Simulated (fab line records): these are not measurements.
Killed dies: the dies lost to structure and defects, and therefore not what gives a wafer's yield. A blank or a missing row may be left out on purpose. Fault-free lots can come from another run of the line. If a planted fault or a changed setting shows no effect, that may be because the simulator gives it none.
Split-lot experiment | flow n5_finfet | 39 wafers read from 7 lots, route of 1938 steps

## SPLIT DETAILS
At N5_BEOL_M4_PECVD_72 (deposits SiO2 from TEOS/O2, target thk 16 nm, time 18 s), the setting time_s was moved away from the recipe's 18 s on 15 of the 39 wafers read, by -39.1% to +57.2%. The other wafers ran this setting at the recipe's value.

The split's own step is where the reading is taken.

## THE READING
SiO2_of_BEOL_M4_PECVD_72.thk_nm (the simulator's own value, which no gauge read), in nm, at N5_BEOL_M4_PECVD_72 (deposits SiO2 from TEOS/O2, target thk 16 nm, time 18 s). No usual value for it is given in the file. The 24 wafers here that ran the recipe average 15.7 nm, standard deviation 0.17 nm.

wafer  | tool, chamber at the split | time_s as run, s | against the recipe | SiO2_of_BEOL_M4_PECVD_72.thk_nm, nm | against lot-mates on the recipe
L074.1 | pecvd-01, 1                | 27.73            | +54.1%             | 23.8                                | +8.0
L074.2 | pecvd-01, 2                | 18               | recipe             | 15.8                                | -
L074.3 | pecvd-01, 0                | 18               | recipe             | 15.6                                | -
L074.4 | pecvd-01, 1                | 27.73            | +54.1%             | 24.6                                | +8.8
L074.5 | pecvd-01, 2                | 27.73            | +54.1%             | 24.2                                | +8.4
L074.6 | pecvd-01, 0                | 18               | recipe             | 16                                  | -
L076.1 | pecvd-01, 2,0,1            | 18               | recipe             | 15.8                                | -
L076.4 | pecvd-01, 2,0,1            | 18               | recipe             | 15.8                                | -
L076.5 | pecvd-01, 2,0,1            | 18               | recipe             | 15.8                                | -
L076.2 | pecvd-01, 1,0              | 18               | recipe             | 15.6                                | -
L076.3 | pecvd-01, 1,0              | 18               | recipe             | 15.6                                | -
L076.6 | pecvd-01, 2                | 18               | recipe             | 16                                  | -
L082.1 | pecvd-01, 0,2              | 18               | recipe             | 15.4                                | -
L082.2 | pecvd-01, 0,2              | 18               | recipe             | 15.4                                | -
L082.3 | pecvd-01, 1                | 18               | recipe             | 15.8                                | -
L082.4 | pecvd-01, 2,1              | 24.89            | +38.3%             | 21.8                                | +6.3
L082.5 | pecvd-01, 2,1              | 24.89            | +38.3%             | 21.8                                | +6.3
L082.6 | pecvd-01, 0                | 24.89            | +38.3%             | 21.6                                | +6.1
L084.1 | pecvd-03, 1                | 18               | recipe             | 15.6                                | -
L084.5 | pecvd-03, 1                | 18               | recipe             | 15.6                                | -
L084.2 | pecvd-03, 2                | 18               | recipe             | 15.4                                | -
L086.1 | pecvd-03, 2,1,1            | 18               | recipe             | 15.6                                | -
L086.3 | pecvd-03, 2,1,1            | 18               | recipe             | 15.6                                | -
L086.5 | pecvd-03, 2,1,1            | 18               | recipe             | 15.6                                | -
L086.2 | pecvd-03, 0                | 10.97            | -39.1%             | 9.4                                 | -6.2
L086.4 | pecvd-03, 0                | 10.97            | -39.1%             | 9.6                                 | -6.0
L086.6 | pecvd-03, 2                | 10.97            | -39.1%             | 9.8                                 | -5.8
L091.1 | pecvd-01, 2                | 18               | recipe             | 15.6                                | -
L091.2 | pecvd-01, 0,2              | 28.3             | +57.2%             | 24.8                                | +9.0
L091.5 | pecvd-01, 0,2              | 28.3             | +57.2%             | 24.8                                | +9.0
L091.3 | pecvd-01, 1                | 18               | recipe             | 15.8                                | -
L091.4 | pecvd-01, 0                | 28.3             | +57.2%             | 25                                  | +9.2
L091.6 | pecvd-01, 1                | 18               | recipe             | 16                                  | -
L093.1 | pecvd-02, 1                | 22.54            | +25.2%             | 19.6                                | +3.9
L093.2 | pecvd-02, 0                | 18               | recipe             | 15.6                                | -
L093.3 | pecvd-02, 2,0              | 18               | recipe             | 15.8                                | -
L093.5 | pecvd-02, 2,0              | 18               | recipe             | 15.8                                | -
L093.4 | pecvd-02, 1,2              | 22.54            | +25.2%             | 20                                  | +4.3
L093.6 | pecvd-02, 1,2              | 22.54            | +25.2%             | 20                                  | +4.3
The file does not say which wafer passed through which chamber wherever a row lists several chambers: such a row stands for several wafers.

FIT RESULTS
A straight line over all 39 wafers: SiO2_of_BEOL_M4_PECVD_72.thk_nm changes by +0.158 nm for each +1% of time_s; r = +1.00; the points scatter about the line by 0.2 nm.
The same after taking each lot's own level away (the mean of its wafers on the recipe; 39 wafers): +0.157 nm for each +1%; r = +1.00; scatter 0.18 nm.
That fit puts the effect of the largest move of time_s on the reading at 9 nm.
Measured against the standard deviation above, the lots' own levels, which go from 15.53 to 15.80 nm, span 1.5 times it.
Consequently the slope shifts little with the lot-to-lot level, the two slopes agreeing.
Check: for one of the wafers moved furthest among these (+57.2%), held out of the fit, the line's prediction against its lot-mates is +9.03 nm. It came out at +9 nm against them.

## THE FILE'S OWN FIT
SiO2_of_BEOL_M4_PECVD_72.thk_nm changes by +0.158 nm for each +1% of time_s, r = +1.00.
